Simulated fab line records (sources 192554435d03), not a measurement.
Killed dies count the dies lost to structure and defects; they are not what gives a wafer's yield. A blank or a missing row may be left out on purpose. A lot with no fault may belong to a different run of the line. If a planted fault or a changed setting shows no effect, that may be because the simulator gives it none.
The tool behind it: which one? | flow n5Finfet | 32 wafers from 11 lots sampled at 2 of the route's 1938 steps

WHAT EACH GAUGE READ, for each wafer
N5_BEOL_M15_CD_MEAS_10: the cd target is 360 nm.
lot  | measured     | on       | cdNm (nm)
L327 | day 12 03:26 | cdSem-01 | 359.6 361.2 356.5
L328 | day 12 04:22 | cdSem-03 | 359.3 359.9 361.3
L330 | day 12 19:36 | cdSem-02 | 360.0 357.7 358.8
L331 | day 13 12:27 | cdSem-03 | 359.3 358.8 359.7
L340 | day 15 00:58 | cdSem-03 | 360.3 360.4 359.7
L339 | day 15 18:20 | cdSem-02 | 359.6 358.4 359.8
L343 | day 16 05:39 | cdSem-02 | 361.0 355.3 357.3
L347 | day 17 11:54 | cdSem-01 | 362.4 362.0 361.4
L345 | day 17 18:10 | cdSem-03 | 359.5 361.0 360.2
L349 | day 18 18:09 | cdSem-02 | 359.0 360.9
L348 | day 18 12:37 | cdSem-02 | 361.3 361.0 360.7

EACH LOT AND THE TOOL THAT RAN IT (in order: tool; ch and the chambers of the sampled wafers; start)
lot  | N5_BEOL_M4_ECD_50
L327 | ecdCu-02 ch 0,1, day 8 06:57
L328 | ecdCu-02 ch 0,1, day 8 15:57
L330 | ecdCu-01 ch 0,1, day 9 00:15
L331 | ecdCu-02 ch 0,1, day 9 08:55
L340 | ecdCu-01 ch 0,1, day 11 13:26
L339 | ecdCu-01 ch 0,1, day 11 20:50
L343 | ecdCu-02 ch 0,1, day 12 05:58
L347 | ecdCu-02 ch 0,1, day 13 23:58
L345 | ecdCu-02 ch 0,1, day 14 03:20
L349 | ecdCu-01 ch 1, day 14 19:20
L348 | ecdCu-02 ch 0,1, day 14 19:38
- N5_BEOL_M4_ECD_50: material Cu, target thk 300 nm.

THE ANSWER, worked out from the rows above alone
Rule: what is usual is taken from the lots themselves. Put in order of their means at a reading, lots are off if they are a third of the lots or fewer, leave a main group of 4 or more, and stand apart from it by a gap of 3 or more times the standard deviation of the main group's means; of several such gaps the widest counts. A main group whose means are all the same, to the digits that the tables above print for the reading, isn't used. A lot without any number at a reading at which 4 lots or more have one is off too. All remaining lots with rows at the step are treated as sound.
None of the lots is off at any reading shown; this tells nothing.

WHAT WAS PUT IN BY THE SIMULATOR
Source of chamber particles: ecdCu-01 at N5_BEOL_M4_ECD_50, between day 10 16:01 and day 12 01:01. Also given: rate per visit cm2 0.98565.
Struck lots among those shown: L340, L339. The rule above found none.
